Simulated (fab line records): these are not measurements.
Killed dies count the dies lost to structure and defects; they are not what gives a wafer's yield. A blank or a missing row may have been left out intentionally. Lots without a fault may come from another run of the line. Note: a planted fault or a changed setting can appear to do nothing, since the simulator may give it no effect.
A lot that was struck, set against a sound lot -- flow nand_harc -- 20 steps out of a route of 1159
Sound: these wafers, L955.2, L955.4, L955.5. Struck: wafers L969.3, L969.4, L969.5. Last of all comes the cause.
At each step with rows: each side's tool, then ch and its chambers, then its first start. Under that, the readings that differ: sound wafers -- struck wafers -- difference of the means -- sigmas: that difference in standard deviations of wafers without a fault.
alike: words and numbers the same on both sides, and readings whose means are apart by under 2 such deviations; not compared: readings that were withheld, readings missing a value for some wafer, numbers with overlapping values and no deviation given by the record, and bounds like >300 which may hide the same value.
Wherever a step has rows on one side only, a row that says differs or no value, or a row with sigmas, the two part there. When numbers do not overlap yet have no deviation, they are printed without sigmas and do not part them. A reading that every wafer of one side lacks parts them only if that side has two wafers or more.

NHARC_P_ZERO_WELL_CD_MEAS_37: the cd target is 720 nm.
  sound on cd_sem-02 ch 0, day 2 16:06; struck on cd_sem-02 ch 0, day 6 04:07
  alike: cd_nm
then, 1 step without rows for these wafers: NHARC_P_ZERO_WELL_HARDBAKE_38 (time 80 s).
NHARC_P_ZERO_WELL_DESCUM_39: chemistry O2, time 3 s.
  sound on rie_diel-09 ch 0,2, day 2 16:16; struck on rie_diel-10 ch 1,3, day 6 04:17
  alike: drypump_motor_current_A, oes_product_au, rf_vpp_V, showerhead_plenum_p_Torr, throttle_valve_pct
  not compared: rf_hours_counter_h
then, 9 steps without rows for these wafers: NHARC_P_ZERO_WELL_IMPLANT_40; NHARC_P_ZERO_WELL_IMPLANT_59; NHARC_P_ZERO_WELL_IMPLANT_60; NHARC_P_ZERO_WELL_STRIP_41 (strips in SPM, time 840 s); NHARC_P_ZERO_WELL_DEHYDRATE_44 (time 120 s); NHARC_P_ZERO_WELL_HMDS_45 (time 30 s); NHARC_P_ZERO_WELL_COAT_46; NHARC_P_ZERO_WELL_SOFTBAKE_47 (time 95 s); NHARC_P_ZERO_WELL_EBR_48.
NHARC_P_ZERO_WELL_EXPOSE_49: exposes mask P HVPW, target cd 2000 nm.
  sound on krf_scanner-03 ch 0, day 2 17:35; struck on krf_scanner-01 ch 0, day 6 05:35
reading,sound,struck,difference,sigmas
exposure_dose_mJ_cm2,22.600 22.608 22.633,29.389 29.411 29.420,+6.793,+99 or more
  alike: mask, focus_offset_nm
then, 2 steps without rows for these wafers: NHARC_P_ZERO_WELL_PEB_50 (peb time 85 s); NHARC_P_ZERO_WELL_DEVELOP_51 (time 70 s).
NHARC_P_ZERO_WELL_CD_MEAS_52: the cd target is 2000 nm.
  sound on cd_sem-03 ch 0, day 2 17:44; struck on cd_sem-03 ch 0, day 6 05:45
reading,sound,struck,difference,sigmas
cd_nm (nm),2001.0 2002.2 1999.2,2044.9 2045.8 2046.6,+45.0,+30
then, 1 step without rows for these wafers: NHARC_P_ZERO_WELL_HARDBAKE_53 (time 80 s).
NHARC_P_ZERO_WELL_DESCUM_54: chemistry O2, time 3 s.
  sound on rie_diel-10 ch 0,3, day 2 17:53; struck on rie_diel-09 ch 0,1,3, day 6 05:55
reading,sound,struck,difference,sigmas
model.P_ZERO_WELL.cd_nm (nm),2000 2001 1999,2045 2046 2047,+46,
  alike: drypump_motor_current_A, oes_product_au, rf_vpp_V, showerhead_plenum_p_Torr, throttle_valve_pct
  not compared: rf_hours_counter_h
next, for these wafers, 1 step has no rows: NHARC_P_ZERO_WELL_IMPLANT_55.
-- break in the record here, with 21 days between the starts of the struck wafers on either side (left off in module P_ZERO_WELL, picked up again in module END, where the first step shown is number 1159 on the route) --
NHARC_END_SORT_01:
  sound on prober-02 ch 0, day 25 01:04; struck on prober-02 ch 0, day 27 16:17
  alike: killed_at_array, killed_at_other, killed_at_periphery, killed_dies, killed_open, killed_short

WHERE THEY PART
At NHARC_P_ZERO_WELL_EXPOSE_49 first; at NHARC_P_ZERO_WELL_CD_MEAS_52 last (within this record only). Later steps at which nothing parts them and some readings are alike: NHARC_P_ZERO_WELL_DESCUM_54, NHARC_END_SORT_01.

WHY: whatever the simulator had introduced
Process parameters drifting: krf_scanner-01 at NHARC_P_ZERO_WELL_EXPOSE_49, beginning at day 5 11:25. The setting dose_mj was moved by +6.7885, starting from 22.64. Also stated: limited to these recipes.
